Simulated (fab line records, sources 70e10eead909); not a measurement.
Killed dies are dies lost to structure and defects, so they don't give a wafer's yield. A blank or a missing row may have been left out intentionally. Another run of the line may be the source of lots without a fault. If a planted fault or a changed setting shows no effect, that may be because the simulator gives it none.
fab line records | flow nand_harc
[record] lots = 11 | wafers = 33 | last_day = 33
route steps=1302 shown P_M1@299 P_M2@318 END@1302
lots that met no fault: taken from a fault-free run of the same line
start_h: hours from the record's first day to the start of the lot's first wafer shown | wait_h: hours since the lot's step before | " unchanged from the row above | L1.1+2: one row covering several wafers at once | - value missing, or start not given | * or withheld: withheld | < > ~ a bound
route shown NAME@n: names a module that has steps shown in the file, with the first one's number in the route | usual: mean and standard deviation over wafers with no fault | same: alike in all rows | chamber/n: place in a boat | sites: per-site readings | _std_site: standard deviation across them | _edge_site: mean of outer sites minus mean of inner sites | radius_mm: how far each site lies from the wafer's centre | mask NAME#n: copy n | behind: the most recent tool/chamber to have shaped the wafer | hold: the reason the lot was held/the length of the hold in hours/how it ended | device: the n, p or np transistor that did not switch | end of line: the tests these same wafers got at the end of their route | a step with no rows: only its recipe | killed: count of dies lost to structure and defects at first sort (not the wafer's yield) | map: a wafer's dies, marking killed ones x, the rest . and places with no die _
set.NAME: the setting the step ran with; set.NAME@STEP: the setting that earlier step ran with | model.NAME: the simulator's own value behind a step, which no gauge read
route steps across a sampled set of lots; one table per step, one row per wafer
services: from which hour (start_h, from the record's first day; less than 0 if before it) a tool's chamber was out of use, for how many hours, and why
[[steps]]
[step NHARC_P_M1_ETCH_35]
[recipe] target_depth_a = 400 | overetch_a = 120 | time_s = 43.94 | ion_energy_ev = 200 | n2_flow_sccm = 150 | h2_flow_sccm = 150 | ar_flow_sccm = 0 | rf_w = 400 | bias_w = 150 | chemistry = N2/H2
[usual] chamber_pressure_mTorr = 30.000/0.029 | drypump_motor_current_A = 5.6/0.35 | oes_product_au = 1.000/0.0091 | rf_vpp_V = 430.0/2.9 | showerhead_plenum_p_Torr = 2.02/0.1 | throttle_valve_pct = 14.171/0.0097
lot.wafer | tool        | chamber | start_h | wait_h | chamber_pressure_mTorr | drypump_motor_current_A | oes_product_au | rf_hours_counter_h | rf_vpp_V | showerhead_plenum_p_Torr | throttle_valve_pct
L218.3    | rie_diel-12 | 2       | 127.17  | 0.1    | 30.023                 | 6.1                     | 0.988          | 10                 | 427.6    | 1.96                     | 14.163
L218.1    | "           | 3       | "       | "      | 29.975                 | 5.8                     | 0.992          | 8                  | 430.1    | 1.99                     | 14.199
L218.6    | "           | 3       | "       | "      | 30.019                 | 5.7                     | 1.005          | -                  | 428.9    | 2.00                     | 14.169
L219.3    | rie_diel-10 | 0       | 146.76  | 0.1    | 29.971                 | 5.5                     | 0.989          | 6                  | 433.9    | 2.19                     | 14.180
L219.6    | "           | 3       | "       | "      | 29.981                 | 5.6                     | 0.992          | -                  | 429.2    | 1.96                     | 14.176
L219.5    | "           | 0       | "       | "      | 29.961                 | 5.5                     | 0.998          | -                  | 434.8    | 2.19                     | 14.155
L222.3    | rie_diel-12 | 0       | 164.08  | 0.1    | 30.015                 | 6.6                     | 1.027          | 17                 | 427.4    | 1.96                     | 14.164
L222.2    | "           | 1       | "       | "      | 30.035                 | 5.2                     | 1.013          | 22                 | 431.1    | 2.02                     | 14.166
L222.6    | "           | 0       | "       | "      | 29.980                 | 6.6                     | 1.006          | -                  | 427.8    | 1.96                     | 14.176
L225.4    | rie_diel-10 | 1       | 195.51  | 0.1    | 29.968                 | 5.4                     | 0.981          | 11                 | 427.9    | 1.91                     | 14.187
L225.1    | "           | 3       | "       | "      | 30.005                 | 5.6                     | 1.005          | 11                 | 428.4    | 1.96                     | 14.177
L225.6    | "           | 0       | "       | "      | 29.962                 | 5.5                     | 1.001          | -                  | 434.1    | 2.19                     | 14.169
L228.4    | rie_diel-08 | 3       | 234.22  | 0.1    | 30.005                 | 5.3                     | 0.996          | 3                  | 427.3    | 1.93                     | 14.173
L228.3    | "           | 0       | "       | "      | 29.995                 | 5.9                     | 1.002          | 2                  | 430.1    | 1.98                     | 14.164
L228.5    | "           | 3       | "       | "      | 29.995                 | 5.3                     | 1.005          | -                  | 427.1    | 1.93                     | 14.166
L234.4    | rie_diel-12 | 1       | 292.10  | 0.1    | 29.956                 | 5.2                     | 0.992          | 4                  | 428.8    | 2.01                     | 14.163
L234.1    | "           | 2       | "       | "      | 29.960                 | 6.0                     | 0.991          | 3                  | 426.7    | 1.95                     | 14.168
L234.6    | "           | 1       | "       | "      | 30.011                 | 5.2                     | 0.991          | -                  | 429.5    | 2.01                     | 14.164
L236.3    | rie_diel-08 | 3       | 305.70  | 0.1    | 30.014                 | 5.2                     | 1.006          | 7                  | 427.6    | 1.93                     | 14.188
L236.4    | "           | 0       | "       | "      | 30.025                 | 5.9                     | 0.993          | 6                  | 430.2    | 1.98                     | 14.181
L236.5    | "           | 1       | "       | "      | 30.042                 | 5.8                     | 0.999          | -                  | 432.2    | 2.17                     | 14.161
L238.2    | rie_diel-10 | 1       | 336.35  | 0.1    | 29.936                 | 5.4                     | 0.999          | 6                  | 425.5    | 1.91                     | 14.180
L238.3    | "           | 3       | "       | "      | 30.024                 | 5.6                     | 1.016          | 7                  | 427.3    | 1.95                     | 14.169
L238.5    | "           | 2       | "       | "      | 29.978                 | 5.1                     | 1.002          | -                  | 431.8    | 2.11                     | 14.159
L239.3    | rie_diel-08 | 1       | 345.40  | 0.1    | 30.006                 | 5.8                     | 1.002          | 10                 | 434.2    | 2.17                     | 14.179
L239.6    | "           | 0       | "       | "      | 29.971                 | 5.9                     | 0.990          | -                  | 428.2    | 1.98                     | 14.160
L239.5    | "           | 1       | "       | "      | 29.982                 | 5.8                     | 1.020          | -                  | 435.4    | 2.17                     | 14.179
L240.3    | rie_diel-10 | 1       | 349.99  | 0.1    | 30.013                 | 5.3                     | 1.004          | 7                  | 428.1    | 1.90                     | 14.172
L240.2    | "           | 2       | "       | "      | 30.045                 | 5.1                     | 1.002          | 7                  | 432.1    | 2.11                     | 14.172
L240.6    | "           | 2       | "       | "      | 30.013                 | 5.1                     | 1.002          | -                  | 432.5    | 2.11                     | 14.166
L241.3    | rie_diel-10 | 2       | 356.40  | 0.1    | 29.988                 | 5.1                     | 0.994          | 7                  | 432.2    | 2.11                     | 14.178
L241.6    | "           | 3       | "       | "      | 29.984                 | 5.6                     | 1.007          | -                  | 428.8    | 1.95                     | 14.178
L241.5    | "           | 0       | "       | "      | 29.966                 | 5.5                     | 1.009          | -                  | 433.5    | 2.18                     | 14.160
[step NHARC_P_M1_ETCH_15]
[recipe] target_depth_a = 1825 | time_s = 91.2 | c4f8_flow_sccm = withheld | ar_flow_sccm = 400 | rf_w = 600 | bias_w = 300 | chemistry = C4F8/Ar
[usual] chamber_pressure_mTorr = 25.000/0.023 | oes_product_au = 0.956/0.024 | rf_vpp_V = 440.2/3
lot.wafer | tool        | chamber | start_h | wait_h | chamber_pressure_mTorr | oes_product_au | rf_hours_counter_h | rf_vpp_V
L218.1    | rie_diel-12 | 2       | -       | -      | 25.012                 | 0.955          | 10                 | 439.6
L218.3    | "           | 0       | "       | "      | 25.009                 | 0.963          | 8                  | 438.3
L218.6    | "           | 3       | "       | "      | 24.991                 | 0.948          | -                  | 440.2
L219.3    | rie_diel-10 | 1       | -       | -      | 24.986                 | 0.978          | 6                  | 437.0
L219.6    | "           | 0       | "       | "      | 24.979                 | 0.982          | -                  | 445.1
L219.5    | "           | 1       | "       | "      | 24.998                 | 0.974          | -                  | 437.2
L222.3    | rie_diel-12 | 3       | -       | -      | 25.006                 | 0.962          | 23                 | 438.4
L222.2    | "           | 1       | "       | "      | 24.985                 | 0.976          | 22                 | 438.9
L222.6    | "           | 2       | "       | "      | 24.978                 | 0.958          | -                  | 437.9
L225.1    | rie_diel-10 | 0       | -       | -      | 25.012                 | 0.968          | 11                 | 443.8
L225.4    | "           | 2       | "       | "      | 24.989                 | 0.979          | 11                 | 442.5
L225.6    | "           | 3       | "       | "      | 25.033                 | 0.978          | -                  | 439.5
L228.4    | rie_diel-08 | 1       | -       | -      | 24.973                 | 0.988          | 3                  | 444.3
L228.3    | "           | 3       | "       | "      | 24.981                 | 0.964          | 3                  | 437.7
L228.5    | "           | 0       | "       | "      | 25.006                 | 0.959          | -                  | 440.0
L234.4    | rie_diel-12 | 2       | -       | -      | 25.021                 | 0.970          | 3                  | 437.6
L234.1    | "           | 3       | "       | "      | 24.970                 | 0.966          | 3                  | 438.9
L234.6    | "           | 1       | "       | "      | 24.984                 | 0.959          | -                  | 440.2
L236.4    | rie_diel-08 | 0       | -       | -      | 25.025                 | 0.918          | 6                  | 439.5
L236.3    | "           | 1       | "       | "      | 25.015                 | 0.932          | 8                  | 444.8
L236.5    | "           | 0       | "       | "      | 25.027                 | 0.916          | -                  | 438.1
L238.2    | rie_diel-10 | 1       | -       | -      | 24.987                 | 0.948          | 6                  | 437.9
L238.3    | "           | 2       | "       | "      | 24.986                 | 0.958          | 6                  | 441.8
L238.5    | "           | 3       | "       | "      | 24.985                 | 0.967          | -                  | 437.6
L239.3    | rie_diel-08 | 1       | -       | -      | 25.032                 | 0.944          | 10                 | 443.3
L239.6    | "           | 3       | "       | "      | 24.977                 | 0.936          | -                  | 437.7
L239.5    | "           | 0       | "       | "      | 24.981                 | 0.921          | -                  | 439.9
L240.3    | rie_diel-10 | 3       | -       | -      | 25.034                 | 0.927          | 8                  | 438.3
L240.2    | "           | 0       | "       | "      | 25.002                 | 0.932          | 8                  | 443.4
L240.6    | "           | 2       | "       | "      | 25.005                 | 0.914          | -                  | 441.5
L241.3    | rie_diel-10 | 0       | -       | -      | 25.020                 | 0.969          | 8                  | 444.6
L241.5    | "           | 2       | "       | "      | 25.004                 | 0.967          | -                  | 442.4
L241.6    | "           | 3       | "       | "      | 25.026                 | 0.969          | -                  | 438.7
[step NHARC_P_M2_DEP_00]
[recipe] target_thk_a = 1825 | target_thk_nm = 182.5 | temp_c = withheld | pressure_torr = 5 | flow_sccm = 200 | rf_w = 600 | material = SiOC
[usual] chamber_pressure_Torr = 5.000/0.011
lot.wafer | tool     | chamber | start_h | wait_h | chamber_pressure_Torr
L218.1    | pecvd-03 | 2       | 130.27  | -      | 4.996
L218.3    | "        | 0       | "       | "      | 4.999
L218.6    | "        | 2       | "       | "      | 4.980
L219.3    | pecvd-04 | 1       | 149.96  | -      | 4.989
L219.5    | "        | 1       | "       | "      | 5.004
L219.6    | "        | 2       | "       | "      | 4.991
L222.3    | pecvd-03 | 2       | 167.34  | -      | 4.982
L222.2    | "        | 0       | "       | "      | 5.010
L222.6    | "        | 1       | "       | "      | 4.987
L225.1    | pecvd-01 | 2       | 199.16  | -      | 4.998
L225.4    | "        | 0       | "       | "      | 5.012
L225.6    | "        | 2       | "       | "      | 5.007
L228.3    | pecvd-03 | 2       | 237.40  | -      | 5.004
L228.5    | "        | 1       | "       | "      | 4.986
L228.4    | "        | 0       | "       | "      | 5.004
L234.1    | pecvd-03 | 0       | 295.17  | -      | 5.004
L234.6    | "        | 2       | "       | "      | 5.026
L234.4    | "        | 1       | "       | "      | 5.012
L236.3    | pecvd-03 | 2       | 308.75  | -      | 4.986
L236.5    | "        | 0       | "       | "      | 4.998
L236.4    | "        | 1       | "       | "      | 5.004
L238.2    | pecvd-01 | 1       | 339.45  | -      | 5.021
L238.3    | "        | 2       | "       | "      | 4.997
L238.5    | "        | 1       | "       | "      | 5.011
L239.3    | pecvd-01 | 1       | 348.76  | -      | 5.015
L239.6    | "        | 0       | "       | "      | 5.003
L239.5    | "        | 2       | "       | "      | 5.005
L240.2    | pecvd-04 | 2       | 353.10  | -      | 4.984
L240.3    | "        | 0       | "       | "      | 5.006
L240.6    | "        | 1       | "       | "      | 4.988
L241.3    | pecvd-01 | 2       | 359.85  | -      | 4.992
L241.6    | "        | 2       | "       | "      | 4.982
L241.5    | "        | 0       | "       | "      | 4.996
[step NHARC_P_M2_INSPECT_11]
[usual] raw_defect_count = 4.7/2.7
lot.wafer | tool              | chamber | start_h | wait_h | raw_defect_count
L218.1    | defect_inspect-02 | -       | 131.18  | 0.0    | 3
L218.3    | "                 | -       | "       | "      | 3
L218.6    | "                 | -       | "       | "      | 2
L219.3    | defect_inspect-01 | -       | 150.92  | 0.0    | 5
L219.5    | "                 | -       | "       | "      | 6
L219.6    | "                 | -       | "       | "      | 2
L222.2    | defect_inspect-02 | -       | 168.17  | 0.0    | 2
L222.3    | "                 | -       | "       | "      | 1
L222.6    | "                 | -       | "       | "      | 1
L225.1    | defect_inspect-02 | -       | 200.03  | 0.0    | 3
L225.4    | "                 | -       | "       | "      | 5
L225.6    | "                 | -       | "       | "      | 1
L228.3    | defect_inspect-01 | -       | 238.31  | 0.0    | 7
L228.4    | "                 | -       | "       | "      | 11
L228.5    | "                 | -       | "       | "      | 15
L234.1    | defect_inspect-02 | -       | 296.08  | 0.0    | 266
L234.4    | "                 | -       | "       | "      | 2
L234.6    | "                 | -       | "       | "      | 2
L236.3    | defect_inspect-01 | -       | 309.70  | 0.0    | 4
L236.4    | "                 | -       | "       | "      | 4
L236.5    | "                 | -       | "       | "      | 286
L238.2    | defect_inspect-02 | -       | 340.28  | 0.0    | 2
L238.3    | "                 | -       | "       | "      | 5
L238.5    | "                 | -       | "       | "      | 5
L239.3    | defect_inspect-01 | -       | 349.68  | 0.0    | 2
L239.5    | "                 | -       | "       | "      | 5
L239.6    | "                 | -       | "       | "      | 4
L240.2    | defect_inspect-02 | -       | 353.88  | 0.0    | 5
L240.3    | "                 | -       | "       | "      | 3
L240.6    | "                 | -       | "       | "      | 8
L241.3    | defect_inspect-01 | -       | 360.77  | 0.0    | 1
L241.5    | "                 | -       | "       | "      | 5
L241.6    | "                 | -       | "       | "      | 2
[step NHARC_P_M2_CD_MEAS_16]
[usual] cd_nm = 169.8/0.57
lot.wafer | tool      | chamber | start_h | wait_h | cd_nm
L218.1    | cd_sem-02 | -       | 131.59  | -      | 170.1
L218.3    | "         | -       | "       | "      | 170.3
L218.6    | "         | -       | "       | "      | 170.0
L219.3    | cd_sem-01 | -       | 151.29  | -      | 171.0
L219.5    | "         | -       | "       | "      | 170.1
L219.6    | "         | -       | "       | "      | 170.2
L222.2    | cd_sem-01 | -       | 168.54  | -      | 170.0
L222.3    | "         | -       | "       | "      | 169.6
L222.6    | "         | -       | "       | "      | 170.2
L225.1    | cd_sem-02 | -       | 200.40  | -      | 170.4
L225.4    | "         | -       | "       | "      | 170.5
L225.6    | "         | -       | "       | "      | 170.4
L228.3    | cd_sem-03 | -       | 238.68  | -      | 168.8
L228.4    | "         | -       | "       | "      | 169.9
L228.5    | "         | -       | "       | "      | 170.1
L234.1    | cd_sem-01 | -       | 296.49  | -      | 169.9
L234.4    | "         | -       | "       | "      | 169.8
L234.6    | "         | -       | "       | "      | 169.6
L236.3    | cd_sem-03 | -       | 310.11  | -      | 169.8
L236.4    | "         | -       | "       | "      | 169.3
L236.5    | "         | -       | "       | "      | 169.6
L238.2    | cd_sem-03 | -       | 340.65  | -      | 170.0
L238.3    | "         | -       | "       | "      | 170.0
L238.5    | "         | -       | "       | "      | 169.3
L239.3    | cd_sem-01 | -       | 350.05  | -      | 170.3
L239.5    | "         | -       | "       | "      | 170.2
L239.6    | "         | -       | "       | "      | 170.3
L240.2    | cd_sem-01 | -       | 354.25  | -      | 170.1
L240.3    | "         | -       | "       | "      | 170.1
L240.6    | "         | -       | "       | "      | 170.5
L241.3    | cd_sem-01 | -       | 361.14  | -      | 170.1
L241.5    | "         | -       | "       | "      | 170.0
L241.6    | "         | -       | "       | "      | 169.6
[step NHARC_END_SORT_01]
[recipe] temp_c = 25
[usual] defect_limited_yield = 92/3 | killed_at_array = 52/20 | killed_at_other = 1.0/1.3 | killed_at_periphery = 3.7/2.2 | killed_dies = 57/20 | killed_open = 3.2/1.6 | killed_short = 2.4/1.6 | sort_bin_2_pct = 2.9/1.4 | sort_bin_3_pct = 0.6/0.41 | sort_bin_4_pct = 4.8/1.5 | sort_n_pass = 620/20 | sort_rim_yield_pct = 93/3.5 | sort_yield_pct = 92/3
[same] gross_dies = 677 | sort_bin_5_pct[%] = 0 | sort_bin_6_pct[%] = 0 | sort_bin_7_pct[%] = 0 | sort_bin_8_pct[%] = 0 | sort_rim_n_gross = 106.00
lot.wafer | tool      | chamber | start_h | wait_h | defect_limited_yield[%] | killed_at_array | killed_at_other | killed_at_periphery | killed_dies | killed_open | killed_short | sort_bin_2_pct[%] | sort_bin_3_pct[%] | sort_bin_4_pct[%] | sort_n_pass | sort_rim_yield_pct[%] | sort_yield_pct[%]
L234.1    | prober-02 | 0       | 719.48  | 2.5    | 84                      | 44              | 0               | 67                  | 111         | 3           | 1            | 6.9               | 2.1               | 7.4               | 566         | 90                    | 84
L234.4    | prober-02 | 0       | 721.88  | 3.4    | 94                      | 40              | 0               | 4                   | 44          | 3           | 5            | 2.1               | 0.1               | 4.3               | 633         | 96                    | 94
L234.6    | prober-02 | 0       | 723.48  | 4.0    | 92                      | 49              | 1               | 6                   | 56          | 3           | 2            | 2.5               | 0.9               | 4.9               | 621         | 99                    | 92
L236.3    | prober-02 | 0       | 748.90  | 3.0    | 91                      | 59              | 1               | 2                   | 62          | 4           | 2            | 3.1               | 0.3               | 5.8               | 615         | 97                    | 91
L236.4    | prober-02 | 0       | 749.69  | 3.3    | 92                      | 53              | 1               | 3                   | 57          | 2           | 0            | 3.4               | 0.6               | 4.4               | 620         | 94                    | 92
L236.5    | prober-02 | 0       | 750.48  | 3.6    | 81                      | 64              | 2               | 66                  | 132         | 5           | 0            | 6.5               | 2.7               | 10.3              | 545         | 89                    | 81
// killed by level:class
L234.1 P_M2:unspecified=62 A_CHANNEL_HOLE_D2:chamber_film_flake=25 A_CHANNEL_HOLE_D1:chamber_film_flake=8 P_STI:chamber_film_flake=2 P_M2:chamber_film_flake=2 A_CHANNEL_FILL_D1:chamber_film_flake=2 A_DECK1_JOINT:chamber_film_flake=2 A_CONTACT:chamber_film_flake=2
L234.4 A_CHANNEL_HOLE_D2:chamber_film_flake=16 A_CHANNEL_HOLE_D1:chamber_film_flake=7 A_CONTACT:chamber_film_flake=4 A_M0:geometric_particle:short=2 P_STI:chamber_film_flake=2 A_CHANNEL_FILL_D1:chamber_film_flake=2 A_SLIT:chamber_film_flake=2 P_GATE:geometric_particle:open=1
L234.6 A_CHANNEL_HOLE_D2:chamber_film_flake=28 A_SLIT:chamber_film_flake=7 A_CHANNEL_HOLE_D1:chamber_film_flake=5 A_CONTACT:chamber_film_flake=4 P_M2:chamber_film_flake=2 A_DECK1_JOINT:chamber_film_flake=2 P_STI:geometric_particle:short=1 P_CONTACT:geometric_particle:open=1
L236.3 A_CHANNEL_HOLE_D2:chamber_film_flake=29 A_CHANNEL_HOLE_D1:chamber_film_flake=6 A_SLIT:chamber_film_flake=6 A_CONTACT:chamber_film_flake=5 A_CHANNEL_FILL_D1:chamber_film_flake=4 A_ZERO_WELL:chamber_film_flake=2 A_M1:chamber_film_flake=2 P_STI:geometric_particle:open=1
L236.4 A_CHANNEL_HOLE_D2:chamber_film_flake=21 A_CHANNEL_HOLE_D1:chamber_film_flake=10 A_SLIT:chamber_film_flake=4 A_CONTACT:chamber_film_flake=4 A_STAIRCASE:chamber_film_flake=3 A_M1:chamber_film_flake=3 P_ZERO_WELL:chamber_film_flake=2 A_ZERO_WELL:chamber_film_flake=2
L236.5 P_M2:unspecified=61 A_CHANNEL_HOLE_D2:chamber_film_flake=27 A_CHANNEL_HOLE_D1:chamber_film_flake=8 A_CONTACT:chamber_film_flake=8 A_SLIT:chamber_film_flake=6 A_ZERO_WELL:chamber_film_flake=4 P_GATE:chamber_film_flake=3 A_CHANNEL_FILL_D1:chamber_film_flake=2
[[services]]
tool        | chamber | start_h | hours | kind
rie_diel-08 | 0       | 114.97  | 3.2   | repair
rie_diel-10 | 0       | 123.54  | -     | clean
rie_diel-10 | 1       | 123.54  | -     | clean
rie_diel-10 | 2       | 123.54  | -     | clean
rie_diel-10 | 3       | 123.54  | -     | clean
pecvd-01    | -       | 130.37  | 13.0  | pm
rie_diel-12 | 0       | 138.79  | 6.6   | repair
rie_diel-10 | 0       | 148.04  | -     | clean
rie_diel-10 | 1       | 148.04  | -     | clean
rie_diel-10 | 2       | 148.04  | -     | clean
rie_diel-08 | 2       | 156.18  | 3.1   | repair
rie_diel-12 | 3       | 165.03  | 13.8  | repair
rie_diel-08 | -       | 177.81  | 0.2   | repair
rie_diel-08 | 0       | 183.08  | 5.2   | repair
pecvd-03    | -       | 185.25  | 13.0  | pm
rie_diel-08 | -       | 190.80  | 9.0   | pm
pecvd-04    | 0       | 228.27  | 3.9   | repair
rie_diel-12 | 2       | 240.43  | 25.3  | repair
rie_diel-10 | -       | 242.54  | 9.0   | pm
rie_diel-12 | -       | 268.96  | 9.0   | pm
pecvd-04    | -       | 269.51  | 13.0  | pm
rie_diel-10 | 2       | 286.15  | 2.9   | repair
pecvd-04    | -       | 294.63  | 0.5   | repair
pecvd-01    | -       | 311.37  | 13.0  | pm
[[key]]
[first_sign] step = NHARC_P_M2_INSPECT_11 | reading = raw_defect_count | direction = up | sigmas = 99+ | usual = 4.7 | struck = 276
[effect] step = NHARC_END_SORT_01 | reading = killed_at_periphery | direction = up | sigmas = 29 | usual = 3.7 | struck = 66.5
[more_kills_born_at] NHARC_P_M2_DEP_00@pecvd-03 = 123
met_at NHARC_P_M2_DEP_00
struck_lots L234,L236
struck_wafers L234.1,L236.5
not_acting_at NHARC_P_M1_ETCH_35,NHARC_P_M1_ETCH_15,NHARC_P_M2_CD_MEAS_16
onset_between 237.40 295.17
[fault] kind = chamber_particle_source | tool = pecvd-03 | chamber = 0 | onset_h = 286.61 | steps = NHARC_P_M2_DEP_00 | rate_per_visit_cm2 = 0.42596 | end_h = 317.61
